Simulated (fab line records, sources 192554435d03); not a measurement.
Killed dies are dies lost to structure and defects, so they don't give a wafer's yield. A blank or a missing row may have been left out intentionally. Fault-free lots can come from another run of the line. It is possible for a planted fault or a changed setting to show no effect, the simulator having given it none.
Split-lot study || flow n5 finfet || 21 wafers read from 7 lots, route of 1938 steps

THE SPLIT ITSELF
At N5_BEOL_M10_ETCH_41 (etches SiCN in CH3F/O2, target depth 42.6 nm, time 86 s), the setting source w was moved away from the recipe's 395 W on 4 of the 21 wafers read, by -11.9% to +14.4%. For the rest of the wafers, this setting stayed at what the recipe calls for.

The split's own step is where the reading is taken.

THE READING
rf vpp V, in V, at N5_BEOL_M10_ETCH_41 (etches SiCN in CH3F/O2, target depth 42.6 nm, time 86 s). Fault-free wafers of this fab line usually give 297.9 V, standard deviation 1.6 V.

{"wafer": "L081.1", "tool, chamber at the split": "rie diel-02, 3", "source w as run, W": 395, "against the recipe": "recipe", "rf vpp V, V": 297.4, "against lot-mates on the recipe": "-"}
{"wafer": "L081.3", "tool, chamber at the split": "rie diel-02, 0", "source w as run, W": 395, "against the recipe": "recipe", "rf vpp V, V": 293.8, "against lot-mates on the recipe": "-"}
{"wafer": "L081.6", "tool, chamber at the split": "rie diel-02, 3", "source w as run, W": 372.4, "against the recipe": "-5.7%", "rf vpp V, V": 302.8, "against lot-mates on the recipe": "+7.2"}
{"wafer": "L084.4", "tool, chamber at the split": "rie diel-04, 3", "source w as run, W": 395, "against the recipe": "recipe", "rf vpp V, V": 297.0, "against lot-mates on the recipe": "-"}
{"wafer": "L084.5", "tool, chamber at the split": "rie diel-04, 1", "source w as run, W": 395, "against the recipe": "recipe", "rf vpp V, V": 296.1, "against lot-mates on the recipe": "-"}
{"wafer": "L084.6", "tool, chamber at the split": "rie diel-04, 2", "source w as run, W": 395, "against the recipe": "recipe", "rf vpp V, V": 299.5, "against lot-mates on the recipe": "-"}
{"wafer": "L088.2", "tool, chamber at the split": "rie diel-02, 2", "source w as run, W": 447.1, "against the recipe": "+13.2%", "rf vpp V, V": 287.4, "against lot-mates on the recipe": -12.0}
{"wafer": "L088.5", "tool, chamber at the split": "rie diel-02, 1", "source w as run, W": 395, "against the recipe": "recipe", "rf vpp V, V": 300.5, "against lot-mates on the recipe": "-"}
{"wafer": "L088.6", "tool, chamber at the split": "rie diel-02, 3", "source w as run, W": 395, "against the recipe": "recipe", "rf vpp V, V": 298.2, "against lot-mates on the recipe": "-"}
{"wafer": "L087.1", "tool, chamber at the split": "rie diel-03, 3", "source w as run, W": 395, "against the recipe": "recipe", "rf vpp V, V": 298.1, "against lot-mates on the recipe": "-"}
{"wafer": "L087.4", "tool, chamber at the split": "rie diel-03, 2", "source w as run, W": 451.9, "against the recipe": "+14.4%", "rf vpp V, V": 283.8, "against lot-mates on the recipe": -14.2}
{"wafer": "L087.5", "tool, chamber at the split": "rie diel-03, 3", "source w as run, W": 395, "against the recipe": "recipe", "rf vpp V, V": 297.8, "against lot-mates on the recipe": "-"}
{"wafer": "L089.3", "tool, chamber at the split": "rie diel-04, 0", "source w as run, W": 395, "against the recipe": "recipe", "rf vpp V, V": 300.1, "against lot-mates on the recipe": "-"}
{"wafer": "L089.5", "tool, chamber at the split": "rie diel-04, 2", "source w as run, W": 395, "against the recipe": "recipe", "rf vpp V, V": 300.9, "against lot-mates on the recipe": "-"}
{"wafer": "L089.6", "tool, chamber at the split": "rie diel-04, 1", "source w as run, W": 395, "against the recipe": "recipe", "rf vpp V, V": 296.7, "against lot-mates on the recipe": "-"}
{"wafer": "L095.1", "tool, chamber at the split": "rie diel-02, 3", "source w as run, W": 395, "against the recipe": "recipe", "rf vpp V, V": 295.4, "against lot-mates on the recipe": "-"}
{"wafer": "L095.3", "tool, chamber at the split": "rie diel-02, 0", "source w as run, W": 395, "against the recipe": "recipe", "rf vpp V, V": 300.1, "against lot-mates on the recipe": "-"}
{"wafer": "L095.6", "tool, chamber at the split": "rie diel-02, 0", "source w as run, W": 347.8, "against the recipe": "-11.9%", "rf vpp V, V": 312.0, "against lot-mates on the recipe": "+14.2"}
{"wafer": "L097.1", "tool, chamber at the split": "rie diel-04, 3", "source w as run, W": 395, "against the recipe": "recipe", "rf vpp V, V": 297.6, "against lot-mates on the recipe": "-"}
{"wafer": "L097.5", "tool, chamber at the split": "rie diel-04, 0", "source w as run, W": 395, "against the recipe": "recipe", "rf vpp V, V": 298.9, "against lot-mates on the recipe": "-"}
{"wafer": "L097.6", "tool, chamber at the split": "rie diel-04, 3", "source w as run, W": 395, "against the recipe": "recipe", "rf vpp V, V": 298.1, "against lot-mates on the recipe": "-"}

FIT RESULTS
A straight line over all 21 wafers: rf vpp V changes by -0.971 V for each +1% of source w; r = -0.94; the points scatter about the line by 1.9 V.
The same after taking each lot's own level away (the mean of its wafers on the recipe; 21 wafers): -1.03 V for each +1%; r = -0.96; scatter 1.5 V.
That fit puts the effect of the largest move of source w on the reading at 15 V.
The span of the lots' own levels, 295.60 to 299.35 V, comes to 2.3 times the standard deviation stated above.
The two slopes agree, so the slope changes little with the lot-to-lot level.
Check: -14.9 V against its lot-mates is what the line predicts for one of the wafers moved furthest among these (+14.4%) when that wafer is left out of the fit. Against them it came out at -14.2 V.
Tool readings at the split's step, against how far the setting was moved: rf vpp V r = -0.94.

THESE WAFERS: OTHER SPLITS
These wafers also went through other splits before the reading. Each is held against what the fit with the lots' levels taken away leaves over:
{"other split on the same wafers": "N5_BEOL_M6_ALD_77 co reactant pulse time s", "wafers away from the commonest value": 6, "r with rf vpp V (lot level and that fit taken away)": "+0.31"}
{"other split on the same wafers": "N5_BEOL_M9_COAT_05 spin rpm", "wafers away from the commonest value": 6, "r with rf vpp V (lot level and that fit taken away)": "+0.19"}
{"other split on the same wafers": "N5_BEOL_M9_DESCUM_16 time s", "wafers away from the commonest value": 7, "r with rf vpp V (lot level and that fit taken away)": "+0.21"}
{"other split on the same wafers": "N5_BEOL_M9_EXPOSE_25 dose mj", "wafers away from the commonest value": 9, "r with rf vpp V (lot level and that fit taken away)": -0.34}
{"other split on the same wafers": "N5_BEOL_M9_ETCH_66 time s", "wafers away from the commonest value": 4, "r with rf vpp V (lot level and that fit taken away)": "+0.17"}

THE FILE'S OWN FIT
rf vpp V changes by -1.03 V for each +1% of source w, r = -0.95.
